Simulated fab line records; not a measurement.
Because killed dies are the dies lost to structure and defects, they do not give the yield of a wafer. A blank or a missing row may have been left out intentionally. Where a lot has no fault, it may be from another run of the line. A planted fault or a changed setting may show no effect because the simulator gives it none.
fab line records ; flow n5_finfet ; part 1 of 2: steps 1 to 4 of 6
record: lots: 21; wafers: 63; last_day: 19
route steps=1938 shown BEOL_M0_SAQP@639
lots with no fault: from the same line, run without faults
start_h: the number of hours between the record's first day and the start of the first shown wafer of the lot ; wait_h: how many hours have passed since the lot's step before this one ; " identical to the entry in the row above ; L1.1+2: several wafers, shown together as one row ; - no value, or no start was given ; * or withheld: withheld ; < > ~ a bound
route shown NAME@n: names a module that has steps shown in the file, with the first one's number in the route ; usual: mean and standard deviation over wafers with no fault ; same: alike in all rows ; chamber/n: place in a boat ; sites: the reading at each site ; _std_site: standard deviation of those values ; _edge_site: outer sites' mean less inner sites' ; radius_mm: how far each site lies from the wafer's centre ; mask NAME#n: copy n ; behind: tool/chamber where the wafer was last shaped ; hold: what put the lot on hold/how long, in hours/how the hold closed ; device: the transistor (n, p or np) that didn't switch ; end of line: at the end of the route, the tests of the same wafers ; a step given without rows: its recipe and nothing more ; killed: count of dies lost to structure and defects at first sort (not the wafer's yield) ; map: shows each die of a wafer: x if killed, . if not, _ if none is there
set.NAME: the setting that was run; set.NAME@STEP: the one run at that earlier step ; model.NAME: the simulator's own value behind a step, which no gauge read
steps of the route over a sample of lots; a table a step, a row a wafer
services: a tool's chamber out of use, with start hour (start_h, from the record's first day; less than 0 if before it), hours out, and reason
== steps ==
step: N5_BEOL_M0_SAQP_THK_MEAS_05
usual: thk_nm: 59.9/1.1
lot.wafer;tool;chamber;start_h;wait_h;thk_nm
L074.2;film_metro-01;-;108.85;0.1;59.6
L074.3;film_metro-01;-;108.85;0.1;58.8
L074.5;film_metro-01;-;108.85;0.1;60.1
L076.1;film_metro-02;-;121.44;0.1;60.3
L076.2;film_metro-02;-;121.44;0.1;60.4
L076.6;film_metro-02;-;121.44;0.1;61.7
L077.3;film_metro-01;-;127.47;0.1;58.4
L077.4;film_metro-01;-;127.47;0.1;60.0
L077.5;film_metro-01;-;127.47;0.1;59.9
L078.1;film_metro-01;-;130.40;0.1;59.5
L078.2;film_metro-01;-;130.40;0.1;59.9
L078.4;film_metro-01;-;130.40;0.1;60.0
L079.1;film_metro-01;-;137.56;0.1;60.4
L079.3;film_metro-01;-;137.56;0.1;60.1
L079.6;film_metro-01;-;137.56;0.1;60.1
L080.1;film_metro-02;-;142.13;0.1;61.1
L080.2;film_metro-02;-;142.13;0.1;59.8
L080.6;film_metro-02;-;142.13;0.1;61.7
L081.1;film_metro-02;-;148.25;0.1;60.4
L081.4;film_metro-02;-;148.25;0.1;60.9
L081.6;film_metro-02;-;148.25;0.1;61.3
L082.2;film_metro-01;-;159.96;0.1;57.7
L082.4;film_metro-01;-;159.96;0.1;58.3
L082.5;film_metro-01;-;159.96;0.1;59.0
L083.2;film_metro-01;-;161.79;0.1;60.3
L083.3;film_metro-01;-;161.79;0.1;60.7
L083.4;film_metro-01;-;161.79;0.1;62.0
L084.4;film_metro-02;-;173.01;0.0;58.3
L084.5;film_metro-02;-;173.01;0.0;59.1
L084.6;film_metro-02;-;173.01;0.0;60.4
L085.3;film_metro-01;-;176.42;0.1;60.1
L085.4;film_metro-01;-;176.42;0.1;60.4
L085.5;film_metro-01;-;176.42;0.1;60.7
L087.3;film_metro-01;-;182.65;0.1;59.6
L087.4;film_metro-01;-;182.65;0.1;58.6
L087.6;film_metro-01;-;182.65;0.1;59.1
L088.1;film_metro-01;-;192.86;0.1;59.7
L088.3;film_metro-01;-;192.86;0.1;60.2
L088.4;film_metro-01;-;192.86;0.1;60.7
L089.1;film_metro-01;-;197.32;0.1;57.3
L089.2;film_metro-01;-;197.32;0.1;57.2
L089.6;film_metro-01;-;197.32;0.1;58.1
L090.1;film_metro-01;-;201.78;0.1;58.2
L090.2;film_metro-01;-;201.78;0.1;58.9
L090.4;film_metro-01;-;201.78;0.1;59.3
L092.1;film_metro-01;-;212.14;0.1;60.9
L092.3;film_metro-01;-;212.14;0.1;59.2
L092.4;film_metro-01;-;212.14;0.1;60.6
L093.1;film_metro-02;-;221.33;0.1;59.2
L093.2;film_metro-02;-;221.33;0.1;58.2
L093.5;film_metro-02;-;221.33;0.1;58.8
L094.1;film_metro-01;-;227.51;0.1;59.2
L094.3;film_metro-01;-;227.51;0.1;60.4
L094.5;film_metro-01;-;227.51;0.1;61.6
L095.4;film_metro-01;-;237.55;0.0;60.5
L095.5;film_metro-01;-;237.55;0.0;61.8
L095.6;film_metro-01;-;237.55;0.0;60.9
L096.3;film_metro-02;-;240.54;0.1;59.7
L096.5;film_metro-02;-;240.54;0.1;59.7
L096.6;film_metro-02;-;240.54;0.1;59.1
L097.2;film_metro-01;-;250.68;0.1;59.7
L097.3;film_metro-01;-;250.68;0.1;61.0
L097.5;film_metro-01;-;250.68;0.1;61.7
step: N5_BEOL_M0_SAQP_DESCUM_19
recipe: chemistry: O2; time_s: 7.9; source_power_w: 50; bias_power_w: 20; pressure_mtorr: 20; rf_frequency_hz: 2.712e+07; temp_c: 40; resist: CAR-ArF; o2_flow_sccm: 225
usual: drypump_motor_current_A: 5.78/0.29; o2_flow_sccm: 225.0/0.64; oes_product_au: 0.79/0.084; rf_vpp_V: 242.6/1.4; showerhead_plenum_p_Torr: 2.06/0.063; throttle_valve_pct: 20.43/0.16
same: time_s: 7.9
lot.wafer;tool;chamber;start_h;wait_h;drypump_motor_current_A;o2_flow_sccm;oes_product_au;rf_hours_counter_h;rf_vpp_V;showerhead_plenum_p_Torr;throttle_valve_pct
L074.2;rie_diel-06;1;109.30;0.0;5.67;224.2;0.76;146;241.9;2.03;20.51
L074.3;rie_diel-06;3;109.30;0.0;5.86;225.1;0.79;120;242.2;2.00;20.26
L074.5;rie_diel-06;1;109.30;0.0;5.66;224.9;0.76;-;241.3;2.03;20.51
L076.1;rie_diel-03;2;122.13;0.3;6.06;225.1;0.71;180;242.3;1.99;20.36
L076.2;rie_diel-03;1;122.13;0.3;6.01;224.6;0.77;121;242.7;2.09;20.24
L076.6;rie_diel-03;3;122.13;0.3;5.70;225.0;0.77;-;241.1;2.00;20.55
L077.3;rie_diel-03;2;128.05;0.0;6.07;225.4;0.71;182;242.0;1.99;20.36
L077.4;rie_diel-03;3;128.05;0.0;5.70;225.5;0.77;-;244.1;2.00;20.58
L077.5;rie_diel-03;1;128.05;0.0;5.93;225.9;0.78;-;243.5;2.08;20.24
L078.1;rie_diel-05;2;130.84;0.0;5.34;224.2;0.74;182;242.7;2.05;20.29
L078.2;rie_diel-05;1;130.84;0.0;5.78;225.2;0.74;146;243.9;2.19;20.39
L078.4;rie_diel-05;0;130.84;0.0;5.50;224.7;1.05;0;245.6;2.12;20.45
L079.1;rie_diel-05;2;138.00;0.0;5.32;225.2;0.75;184;243.7;2.05;20.31
L079.3;rie_diel-05;1;138.00;0.0;5.77;225.0;0.75;148;245.2;2.18;20.41
L079.6;rie_diel-05;0;138.00;0.0;5.49;224.7;1.02;-;242.6;2.12;20.46
L080.1;rie_diel-05;2;142.58;0.0;5.33;224.8;0.75;184;242.4;2.05;20.32
L080.2;rie_diel-05;3;142.58;0.0;6.00;226.7;0.84;58;243.3;2.13;20.61
L080.6;rie_diel-05;3;142.58;0.0;5.98;225.6;0.84;-;243.7;2.13;20.62
L081.1;rie_diel-03;3;148.69;0.0;5.70;225.2;0.76;161;239.5;2.00;20.57
L081.4;rie_diel-03;3;148.69;0.0;5.69;224.5;0.77;-;241.5;2.00;20.57
L081.6;rie_diel-03;1;148.69;0.0;5.96;225.4;0.76;-;242.9;2.08;20.26
L082.2;rie_diel-05;0;160.53;0.0;5.50;225.7;1.01;7;244.4;2.11;20.48
L082.4;rie_diel-05;1;160.53;0.0;5.78;225.0;0.74;153;244.1;2.18;20.42
L082.5;rie_diel-05;1;160.53;0.0;5.78;225.8;0.73;-;244.3;2.18;20.41
L083.2;rie_diel-03;3;162.38;0.1;5.71;226.0;0.77;166;241.9;1.99;20.59
L083.3;rie_diel-03;2;162.38;0.1;6.00;225.1;0.70;195;240.3;1.99;20.38
L083.4;rie_diel-03;0;162.38;0.1;6.39;225.2;0.95;3;243.1;2.07;20.38
L084.4;rie_diel-03;0;173.58;0.0;6.44;225.0;0.94;6;243.0;2.07;20.39
L084.5;rie_diel-03;2;173.58;0.0;6.04;225.6;0.70;-;241.7;1.99;20.40
L084.6;rie_diel-03;3;173.58;0.0;5.69;224.0;0.76;-;240.8;1.99;20.60
L085.3;rie_diel-06;0;176.88;0.0;5.56;225.5;0.87;35;242.1;2.04;20.23
L085.4;rie_diel-06;0;176.88;0.0;5.56;224.5;0.87;-;243.3;2.04;20.22
L085.5;rie_diel-06;2;176.88;0.0;5.32;224.8;0.69;-;240.8;2.00;20.90
L087.3;rie_diel-03;0;183.22;0.0;6.40;225.5;0.93;9;242.6;2.07;20.39
L087.4;rie_diel-03;2;183.22;0.0;6.06;225.3;0.70;201;240.7;1.99;20.39
L087.6;rie_diel-03;2;183.22;0.0;6.05;225.7;0.69;-;241.8;1.99;20.39
L088.1;rie_diel-05;1;193.45;0.0;5.73;224.7;0.74;163;243.5;2.18;20.44
L088.3;rie_diel-05;2;193.45;0.0;5.33;224.5;0.72;197;244.2;2.05;20.31
L088.4;rie_diel-05;0;193.45;0.0;5.48;224.8;0.96;17;244.9;2.11;20.50
L089.1;rie_diel-06;1;199.02;1.3;5.62;225.0;0.74;172;240.5;2.02;20.54
L089.2;rie_diel-06;0;199.02;1.3;5.57;224.5;0.85;42;242.6;2.04;20.24
L089.6;rie_diel-06;3;199.02;1.3;5.87;225.8;0.77;-;241.2;1.99;20.28
L090.1;rie_diel-03;1;202.22;0.0;5.94;224.8;0.75;147;244.3;2.08;20.27
L090.2;rie_diel-03;3;202.22;0.0;5.69;224.9;0.76;179;242.0;1.99;20.60
L090.4;rie_diel-03;0;202.22;0.0;6.39;223.9;0.90;16;242.8;2.07;20.41
L092.1;rie_diel-05;1;212.98;0.3;5.79;225.2;0.73;170;244.5;2.18;20.45
L092.3;rie_diel-05;2;212.98;0.3;5.33;224.6;0.72;203;242.7;2.04;20.32
L092.4;rie_diel-05;0;212.98;0.3;5.50;224.7;0.94;26;243.2;2.11;20.50
L093.1;rie_diel-03;2;221.96;0.1;6.04;224.9;0.69;215;242.1;1.98;20.42
L093.2;rie_diel-03;0;221.96;0.1;6.44;225.8;0.88;23;243.3;2.06;20.42
L093.5;rie_diel-03;3;221.96;0.1;5.69;225.7;0.75;-;242.4;1.99;20.61
L094.1;rie_diel-06;3;228.08;0.0;5.85;225.7;0.77;148;241.2;1.99;20.30
L094.3;rie_diel-06;1;228.08;0.0;5.65;225.2;0.74;181;243.8;2.02;20.55
L094.5;rie_diel-06;0;228.08;0.0;5.56;225.0;0.85;-;242.3;2.04;20.24
L095.4;rie_diel-06;0;238.14;0.0;5.56;226.1;0.83;-;242.7;2.04;20.28
L095.5;rie_diel-06;3;238.14;0.0;5.87;225.2;0.76;-;241.8;1.99;20.30
L095.6;rie_diel-06;1;238.14;0.0;5.60;225.2;0.74;-;241.6;2.02;20.55
L096.3;rie_diel-03;3;241.06;0.1;5.70;224.7;0.74;187;241.7;1.99;20.63
L096.5;rie_diel-03;0;241.06;0.1;6.41;224.8;0.87;-;243.2;2.06;20.40
L096.6;rie_diel-03;1;241.06;0.1;5.97;225.3;0.74;-;242.5;2.07;20.28
L097.2;rie_diel-06;2;252.06;1.0;5.31;225.9;0.93;9;245.6;2.26;20.45
L097.3;rie_diel-06;3;252.06;1.0;5.89;224.9;0.76;156;241.5;1.99;20.31
L097.5;rie_diel-06;0;252.06;1.0;5.58;224.2;0.83;-;242.1;2.04;20.25
step: N5_BEOL_M0_SAQP_ETCH_83
recipe: chemistry: CF4; target: SiARC; target_depth_a: 390; mask_material: CAR-ArF; time_s: 65; ion_energy_ev: 80; pressure_mtorr: 40; source_w: 545; bias_w: 36; Ar_flow_sccm: 100; cf4_flow_sccm: 100; ends: cleared
usual: drypump_motor_current_A: 5.78/0.29; etch_rf_on_time_s: 64.5/2.7; oes_product_au: 0.68/0.07; rf_vpp_V: 183.6/1.1; showerhead_plenum_p_Torr: 2.11/0.064; throttle_valve_pct: 15.66/0.19
lot.wafer;tool;chamber;start_h;wait_h;drypump_motor_current_A;etch_rf_on_time_s;oes_product_au;rf_hours_counter_h;rf_vpp_V;showerhead_plenum_p_Torr;throttle_valve_pct
L074.2;rie_diel-06;1;109.33;0.0;5.65;64.4;0.66;146;183.3;2.06;15.60
L074.3;rie_diel-06;3;109.33;0.0;5.88;61.0;0.69;120;183.6;2.06;15.48
L074.5;rie_diel-06;1;109.33;0.0;5.63;64.5;0.66;-;182.4;2.06;15.58
L076.1;rie_diel-03;2;122.16;0.0;6.09;62.7;0.62;180;182.6;2.06;15.58
L076.2;rie_diel-03;1;122.16;0.0;5.98;61.5;0.71;121;183.7;2.16;15.64
L076.6;rie_diel-03;3;122.16;0.0;5.70;65.3;0.67;-;183.7;2.07;15.87
L077.3;rie_diel-03;2;128.09;0.0;6.02;63.6;0.61;182;183.2;2.06;15.59
L077.4;rie_diel-03;3;128.09;0.0;5.71;65.6;0.66;-;183.3;2.07;15.84
L077.5;rie_diel-03;1;128.09;0.0;5.94;61.6;0.69;-;185.5;2.16;15.66
L078.1;rie_diel-05;2;130.88;0.0;5.32;70.0;0.60;182;183.1;2.15;15.81
L078.2;rie_diel-05;1;130.88;0.0;5.77;63.3;0.66;146;185.8;2.23;15.60
L078.4;rie_diel-05;0;130.88;0.0;5.50;62.4;0.89;0;185.9;2.19;15.77
L079.1;rie_diel-05;2;138.04;0.0;5.33;70.2;0.60;184;183.7;2.15;15.81
L079.3;rie_diel-05;1;138.04;0.0;5.74;63.5;0.66;148;184.2;2.23;15.61
L079.6;rie_diel-05;0;138.04;0.0;5.51;63.0;0.87;-;185.2;2.19;15.76
L080.1;rie_diel-05;2;142.61;0.0;5.32;70.4;0.60;184;183.8;2.15;15.81
L080.2;rie_diel-05;3;142.61;0.0;5.99;67.2;0.70;58;184.5;2.19;15.78
L080.6;rie_diel-05;3;142.61;0.0;5.98;67.8;0.71;-;184.5;2.19;15.78
L081.1;rie_diel-03;3;148.73;0.0;5.71;65.4;0.66;161;182.5;2.06;15.87
L081.4;rie_diel-03;3;148.73;0.0;5.72;66.0;0.66;-;182.8;2.06;15.86
L081.6;rie_diel-03;1;148.73;0.0;5.96;61.7;0.68;-;184.0;2.16;15.66
L082.2;rie_diel-05;0;160.56;0.0;5.51;62.8;0.85;7;185.1;2.19;15.79
L082.4;rie_diel-05;1;160.56;0.0;5.77;63.2;0.66;153;185.3;2.23;15.61
L082.5;rie_diel-05;1;160.56;0.0;5.77;62.8;0.65;-;185.4;2.23;15.61
L083.2;rie_diel-03;3;162.41;0.0;5.70;65.5;0.65;166;183.9;2.06;15.88
L083.3;rie_diel-03;2;162.41;0.0;6.03;62.6;0.61;195;183.0;2.05;15.64
L083.4;rie_diel-03;0;162.41;0.0;6.42;65.7;0.81;3;183.1;2.09;15.30
L084.4;rie_diel-03;0;173.61;0.0;6.41;65.3;0.80;6;183.9;2.09;15.33
L084.5;rie_diel-03;2;173.61;0.0;6.01;62.9;0.61;-;182.7;2.05;15.62
L084.6;rie_diel-03;3;173.61;0.0;5.71;65.2;0.65;-;183.1;2.06;15.88
L085.3;rie_diel-06;0;176.91;0.0;5.56;66.6;0.75;35;182.7;2.09;15.27
L085.4;rie_diel-06;0;176.91;0.0;5.55;66.7;0.75;-;183.3;2.09;15.25
L085.5;rie_diel-06;2;176.91;0.0;5.32;61.5;0.61;-;182.3;2.04;15.99
L087.3;rie_diel-03;0;183.25;0.0;6.41;66.6;0.78;9;183.5;2.09;15.34
L087.4;rie_diel-03;2;183.25;0.0;6.09;62.9;0.61;201;182.5;2.05;15.64
L087.6;rie_diel-03;2;183.25;0.0;6.06;62.3;0.61;-;182.8;2.05;15.66
L088.1;rie_diel-05;1;193.49;0.0;5.78;62.2;0.65;163;185.8;2.23;15.64
L088.3;rie_diel-05;2;193.49;0.0;5.31;70.1;0.59;197;182.8;2.15;15.83
L088.4;rie_diel-05;0;193.49;0.0;5.54;62.8;0.81;17;184.8;2.19;15.82
L089.1;rie_diel-06;1;199.06;0.0;5.64;63.9;0.65;172;183.9;2.05;15.64
L089.2;rie_diel-06;0;199.06;0.0;5.57;66.8;0.74;42;183.0;2.09;15.29
L089.6;rie_diel-06;3;199.06;0.0;5.87;61.7;0.67;-;184.3;2.05;15.52
L090.1;rie_diel-03;1;202.26;0.0;5.97;61.2;0.67;147;182.9;2.15;15.69
L090.2;rie_diel-03;3;202.26;0.0;5.72;65.1;0.64;179;183.1;2.06;15.90
L090.4;rie_diel-03;0;202.26;0.0;6.37;66.1;0.76;16;182.5;2.09;15.34
L092.1;rie_diel-05;1;213.01;0.0;5.78;62.9;0.65;170;183.1;2.22;15.65
L092.3;rie_diel-05;2;213.01;0.0;5.34;70.1;0.59;203;183.0;2.14;15.85
L092.4;rie_diel-05;0;213.01;0.0;5.46;63.7;0.80;26;185.6;2.19;15.81
L093.1;rie_diel-03;2;221.99;0.0;6.07;63.3;0.60;215;183.3;2.05;15.68
L093.2;rie_diel-03;0;221.99;0.0;6.41;66.9;0.75;23;183.3;2.09;15.35
L093.5;rie_diel-03;3;221.99;0.0;5.69;65.4;0.64;-;183.4;2.06;15.91
L094.1;rie_diel-06;3;228.12;0.0;5.86;60.8;0.67;148;182.9;2.05;15.53
L094.3;rie_diel-06;1;228.12;0.0;5.66;62.5;0.65;181;183.2;2.05;15.68
L094.5;rie_diel-06;0;228.12;0.0;5.56;65.5;0.73;-;184.0;2.08;15.28
L095.4;rie_diel-06;0;238.18;0.0;5.57;66.0;0.73;-;185.2;2.08;15.31
L095.5;rie_diel-06;3;238.18;0.0;5.88;61.4;0.66;-;183.4;2.05;15.56
L095.6;rie_diel-06;1;238.18;0.0;5.63;63.3;0.64;-;183.3;2.04;15.68
L096.3;rie_diel-03;3;241.10;0.0;5.71;67.3;0.63;187;182.7;2.06;15.92
L096.5;rie_diel-03;0;241.10;0.0;6.42;67.4;0.73;-;186.2;2.08;15.38
L096.6;rie_diel-03;1;241.10;0.0;5.95;62.5;0.66;-;182.7;2.15;15.73
L097.2;rie_diel-06;2;252.10;0.0;5.32;62.8;0.81;9;185.5;2.30;15.50
L097.3;rie_diel-06;3;252.10;0.0;5.85;61.0;0.66;156;182.0;2.05;15.56
L097.5;rie_diel-06;0;252.10;0.0;5.53;66.1;0.72;-;183.9;2.08;15.32
step: N5_BEOL_M0_SAQP_ETCH_84
recipe: chemistry: N2/H2; target: SOC; target_depth_a: 1000; overetch_a: 200; mask_material: SiARC; temp_c: 40; time_s: 150; ion_energy_ev: 200; pressure_mtorr: 30; source_w: 840; bias_w: 150; n2_flow_sccm: 200; h2_flow_sccm: 200
usual: drypump_motor_current_A: 5.79/0.29; oes_product_au: 0.71/0.073; rf_vpp_V: 522.8/2.3; showerhead_plenum_p_Torr: 2.51/0.082; throttle_valve_pct: 17.87/0.21
same: time_s: 150
lot.wafer;tool;chamber;start_h;wait_h;drypump_motor_current_A;oes_product_au;rf_hours_counter_h;rf_vpp_V;showerhead_plenum_p_Torr;throttle_valve_pct
L074.2;rie_diel-06;1;109.38;0.0;5.66;0.69;146;521.9;2.46;17.91
L074.3;rie_diel-06;3;109.38;0.0;5.89;0.70;120;523.1;2.43;17.62
L074.5;rie_diel-06;1;109.38;0.0;5.64;0.68;-;522.0;2.46;17.94
L076.1;rie_diel-03;2;122.21;0.0;6.02;0.64;180;520.4;2.43;17.72
L076.2;rie_diel-03;1;122.21;0.0;6.00;0.70;121;523.7;2.57;17.93
L076.6;rie_diel-03;3;122.21;0.0;5.71;0.70;-;520.5;2.45;18.08
L077.3;rie_diel-03;2;128.14;0.0;6.09;0.64;182;521.1;2.43;17.72
L077.4;rie_diel-03;3;128.14;0.0;5.71;0.70;-;520.4;2.45;18.08
L077.5;rie_diel-03;1;128.14;0.0;5.96;0.70;-;524.4;2.57;17.93
L078.1;rie_diel-05;2;130.93;0.0;5.35;0.65;182;524.7;2.50;17.65
L078.2;rie_diel-05;1;130.93;0.0;5.74;0.68;146;526.9;2.66;17.74
L078.4;rie_diel-05;0;130.93;0.0;5.51;0.91;0;526.4;2.62;18.06
L079.1;rie_diel-05;2;138.09;0.0;5.34;0.65;184;522.5;2.49;17.62
L079.3;rie_diel-05;1;138.09;0.0;5.77;0.68;148;526.5;2.66;17.75
L079.6;rie_diel-05;0;138.09;0.0;5.51;0.89;-;524.8;2.62;18.08
L080.1;rie_diel-05;2;142.66;0.0;5.32;0.65;184;523.6;2.49;17.65
L080.2;rie_diel-05;3;142.66;0.0;5.94;0.75;58;525.1;2.60;18.11
L080.6;rie_diel-05;3;142.66;0.0;5.94;0.75;-;525.3;2.61;18.12
L081.1;rie_diel-03;3;148.78;0.0;5.70;0.69;161;521.0;2.45;18.10
L081.4;rie_diel-03;3;148.78;0.0;5.71;0.70;-;521.3;2.45;18.10
L081.6;rie_diel-03;1;148.78;0.0;5.99;0.70;-;524.6;2.56;17.94
L082.2;rie_diel-05;0;160.61;0.0;5.51;0.87;7;526.6;2.62;18.08
L082.4;rie_diel-05;1;160.61;0.0;5.76;0.67;153;524.8;2.65;17.75
L082.5;rie_diel-05;1;160.61;0.0;5.74;0.68;-;526.9;2.65;17.75
L083.2;rie_diel-03;3;162.46;0.0;5.70;0.68;167;520.1;2.44;18.11
L083.3;rie_diel-03;2;162.46;0.0;6.06;0.63;195;520.4;2.42;17.76
L083.4;rie_diel-03;0;162.46;0.0;6.42;0.85;3;523.3;2.48;17.58
L084.4;rie_diel-03;0;173.66;0.0;6.39;0.84;6;522.0;2.48;17.55
L084.5;rie_diel-03;2;173.66;0.0;6.09;0.62;-;521.6;2.42;17.75
L084.6;rie_diel-03;3;173.66;0.0;5.70;0.68;-;520.4;2.44;18.10
L085.3;rie_diel-06;0;176.96;0.0;5.57;0.79;35;522.5;2.48;17.64
L085.4;rie_diel-06;0;176.96;0.0;5.56;0.79;-;524.5;2.48;17.65
L085.5;rie_diel-06;2;176.96;0.0;5.34;0.61;-;519.7;2.42;18.33
L087.3;rie_diel-03;0;183.30;0.0;6.39;0.83;10;523.1;2.48;17.57
L087.4;rie_diel-03;2;183.30;0.0;6.03;0.62;201;520.0;2.42;17.78
L087.6;rie_diel-03;2;183.30;0.0;6.04;0.62;-;519.9;2.42;17.76
L088.1;rie_diel-05;1;193.54;0.0;5.76;0.66;163;525.8;2.65;17.76
L088.3;rie_diel-05;2;193.54;0.0;5.33;0.65;197;522.6;2.49;17.66
L088.4;rie_diel-05;0;193.54;0.0;5.51;0.84;17;526.0;2.62;18.11
L089.1;rie_diel-06;1;199.11;0.0;5.64;0.68;172;519.8;2.44;17.96
L089.2;rie_diel-06;0;199.11;0.0;5.57;0.78;42;522.1;2.48;17.65
L089.6;rie_diel-06;3;199.11;0.0;5.86;0.68;-;521.3;2.43;17.67
L090.1;rie_diel-03;1;202.31;0.0;6.02;0.68;147;523.2;2.56;17.98
L090.2;rie_diel-03;3;202.31;0.0;5.70;0.68;179;519.5;2.44;18.13
L090.4;rie_diel-03;0;202.31;0.0;6.43;0.82;16;523.1;2.48;17.56
L092.1;rie_diel-05;1;213.06;0.0;5.78;0.66;170;527.5;2.65;17.78
L092.3;rie_diel-05;2;213.06;0.0;5.33;0.64;203;524.6;2.49;17.66
L092.4;rie_diel-05;0;213.06;0.0;5.48;0.82;26;523.4;2.61;18.12
L093.1;rie_diel-03;2;222.04;0.0;6.00;0.62;215;519.2;2.41;17.78
L093.2;rie_diel-03;0;222.04;0.0;6.43;0.80;23;521.5;2.47;17.59
L093.5;rie_diel-03;3;222.04;0.0;5.71;0.67;-;521.8;2.44;18.14
L094.1;rie_diel-06;3;228.17;0.0;5.88;0.67;148;521.5;2.42;17.69
L094.3;rie_diel-06;1;228.17;0.0;5.65;0.67;181;520.2;2.44;17.98
L094.5;rie_diel-06;0;228.17;0.0;5.58;0.78;-;521.3;2.47;17.67
L095.4;rie_diel-06;0;238.25;0.0;5.57;0.77;-;522.6;2.47;17.68
L095.5;rie_diel-06;3;238.25;0.0;5.86;0.67;-;521.4;2.42;17.68
L095.6;rie_diel-06;1;238.25;0.0;5.66;0.66;-;520.7;2.44;18.00
L096.3;rie_diel-03;3;241.15;0.0;5.71;0.67;187;521.4;2.44;18.15
L096.5;rie_diel-03;0;241.15;0.0;6.39;0.80;-;522.5;2.47;17.61
L096.6;rie_diel-03;1;241.15;0.0;5.97;0.68;-;524.5;2.55;17.99
L097.2;rie_diel-06;2;252.15;0.0;5.33;0.84;9;529.2;2.74;17.85
L097.3;rie_diel-06;3;252.15;0.0;5.89;0.67;156;520.1;2.42;17.70
L097.5;rie_diel-06;0;252.15;0.0;5.57;0.76;-;522.1;2.47;17.68
